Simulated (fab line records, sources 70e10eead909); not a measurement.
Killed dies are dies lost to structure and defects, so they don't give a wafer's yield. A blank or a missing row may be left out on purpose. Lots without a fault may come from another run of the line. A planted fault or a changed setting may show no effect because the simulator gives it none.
Chamber matching | flow nand_harc | NHARC_A_CHANNEL_FILL_D1_ETCHBACK_19 on rie_si-06: 4 sister chambers
The step etches the open film in HBr/Cl2, target depth 5 nm, time 1.7 s. 22 wafers are shown with their chamber, then 11 later ones without.

WAFERS WITH THEIR CHAMBER
wafer  | chamber | drypump_motor_current_A (A) | oes_product_au (a.u.) | throttle_valve_pct (%)
L075.1 | 2       | 5.6                         | 1.023                 | 26.403
L075.4 | 3       | 5.7                         | 0.997                 | 26.402
L075.6 | 1       | 5.8                         | 0.965                 | 26.419
L076.2 | 0       | 5.8                         | 1.007                 | 26.396
L076.5 | 2       | 5.6                         | 1.025                 | 26.396
L076.6 | 3       | 5.7                         | 1.000                 | 26.416
L078.2 | 1       | 5.8                         | 0.970                 | 26.401
L078.3 | 2       | 5.6                         | 1.019                 | 26.402
L078.6 | 3       | 5.7                         | 1.004                 | 26.401
L080.1 | 3       | 5.7                         | 1.010                 | 26.390
L080.3 | 1       | 5.7                         | 0.965                 | 26.415
L080.5 | 0       | 5.8                         | 0.998                 | 26.421
L083.1 | 3       | 5.8                         | 0.998                 | 26.406
L083.5 | 3       | 5.8                         | 1.002                 | 26.389
L083.6 | 2       | 5.6                         | 1.027                 | 26.389
L084.2 | 3       | 5.8                         | 1.003                 | 26.389
L084.3 | 1       | 5.8                         | 0.980                 | 26.408
L084.5 | 2       | 5.6                         | 1.022                 | 26.403
L088.1 | 2       | 5.6                         | 1.028                 | 26.397
L088.5 | 3       | 5.7                         | 0.982                 | 26.425
L088.6 | 0       | 5.8                         | 0.994                 | 26.415
L091.1 | 1       | 5.8                         | 0.986                 | 26.408

SIGNATURES (means of the wafers above)
reading                 | chamber 0 | chamber 1 | chamber 2 | chamber 3 | scatter within a chamber
drypump_motor_current_A | 5.800     | 5.780     | 5.600     | 5.737     | 0.0386
oes_product_au          | 0.99967   | 0.97320   | 1.02400   | 0.99950   | 0.00732
throttle_valve_pct      | 26.41067  | 26.41020  | 26.39833  | 26.40225  | 0.0103
Rule: a wafer's distance from a chamber is the root of the sum, over the readings, of the square of ((its reading less the chamber's mean) divided by the reading's scatter). The wafer belongs to the nearest chamber; if the next one is less than 2 further off, it can't be placed. The scatter: the root of (the sum of the squares of (reading less its chamber's mean) over the shown wafers, divided by (wafers less chambers)).

WAFERS WITHOUT THEIR CHAMBER
wafer  | drypump_motor_current_A (A) | oes_product_au (a.u.) | throttle_valve_pct (%)
L091.3 | 5.6                         | 1.024                 | 26.398
L091.4 | 5.8                         | 1.010                 | 26.407
L092.2 | 5.8                         | 1.001                 | 26.399
L092.4 | 5.8                         | 0.984                 | 26.396
L092.5 | 5.8                         | 1.005                 | 26.408
L096.1 | 5.8                         | 0.981                 | 26.409
L096.3 | 5.8                         | 1.027                 | 26.419
L096.4 | 5.6                         | 1.032                 | 26.414
L097.2 | 5.6                         | 1.025                 | 26.403
L097.3 | 5.8                         | 0.989                 | 26.406
L097.6 | 5.7                         | 1.002                 | 26.405

WHICH CHAMBER EACH WENT THROUGH
wafer  | from the rows above          | in truth
L091.3 | 2                            | 2
L091.4 | can't be placed: 0 or 3      | 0
L092.2 | can't be placed: 0 or 3      | 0
L092.4 | can't be placed: 1 or 0 or 3 | 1
L092.5 | can't be placed: 0 or 3      | 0
L096.1 | can't be placed: 1 or 0 or 3 | 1
L096.3 | can't be placed: 0 or 3 or 2 | 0
L096.4 | 2                            | 2
L097.2 | 2                            | 2
L097.3 | can't be placed: 0 or 3 or 1 | 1
L097.6 | can't be placed: 3 or 0      | 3
Placed correctly: 3 of 11. Can't be placed from these rows: 8 (the true chamber is among the candidates in 8). Placed wrongly: 0.
